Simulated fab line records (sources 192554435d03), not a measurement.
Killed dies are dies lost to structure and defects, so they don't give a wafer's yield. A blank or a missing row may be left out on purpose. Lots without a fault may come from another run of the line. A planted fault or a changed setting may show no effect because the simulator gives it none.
One fault through the eyes of 2 desks | flow n5_finfet | every desk sees just its own numbers, and what lay behind them comes last

== AT THE TOOL OWNER'S DESK: rie_diel-06 ==
The tool's own readings at N5_BEOL_M11_STRIP_19 (strips in O2): means of the sampled wafers that have a number, for each lot that ran on this tool. If a lot's mean is further than 4 standard deviations from the usual mean, the lot is out of limits and carries the mark OUT (the distance appears in the brackets).
Columns: A = drypump_motor_current_A at N5_BEOL_M11_STRIP_19, usual 5.3 A; B = oes_product_au at N5_BEOL_M11_STRIP_19, usual 0.82 a.u.; C = rf_vpp_V at N5_BEOL_M11_STRIP_19, usual 3.6 V; D = showerhead_plenum_p_Torr at N5_BEOL_M11_STRIP_19, usual 2.13 Torr; E = throttle_valve_pct at N5_BEOL_M11_STRIP_19, usual 16.64 %
lot  | first seen here | A   | B    | C   | D    | E
L290 | day 12 03:59    | 4.7 | 0.84 | 3.6 | 2.13 | 16.64
L300 | day 14 19:35    | 5.1 | 0.80 | 4.0 | 2.08 | 16.74
L304 | day 15 16:06    | 4.8 | 0.91 | 3.7 | 2.16 | 16.40
L305 | day 15 19:45    | 4.7 | 0.92 | 4.0 | 2.16 | 16.40
This desk found nothing out of limits on any of the 4 lots.

== THE DEFECT DESK ==
For each lot, the counts of the inspections along the route, averaged over the sampled wafers that have a number. If a lot's mean is further than 4 standard deviations from the usual mean, the lot is out of limits and carries the mark OUT (the distance appears in the brackets).
Columns: A = raw_defect_count at N5_BEOL_M11_INSPECT_30, usual 435
lot  | first seen here | A
L290 | day 12 05:53    | 400
L300 | day 14 21:23    | 1134 (+7.0) OUT
L304 | day 15 17:43    | 1165 (+7.3) OUT
L305 | day 15 20:20    | 1246 (+8.1) OUT
L306 | day 16 02:47    | 369
This desk's verdict: out of limits on L300, L304, L305, starting with L300 at day 14 21:23 (raw_defect_count at N5_BEOL_M11_INSPECT_30). L290, L306: within limits.

== TAKEN TOGETHER ==
The defect desk could have raised an alarm at day 14 21:23, on L300, L304, L305.
The tool owner's desk saw nothing out of limits.
On record at the tool owner's desk: L300, L304, L305, within its limits.
On rie_diel-06, each named lot ran N5_BEOL_M11_STRIP_19.

== WHAT THE SIMULATOR PUT IN ==
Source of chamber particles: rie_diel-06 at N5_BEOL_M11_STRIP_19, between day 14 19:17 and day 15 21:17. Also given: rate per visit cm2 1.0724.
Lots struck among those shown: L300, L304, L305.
Hours from the fault's start to each desk's first reading out of limits: the defect desk, 2.
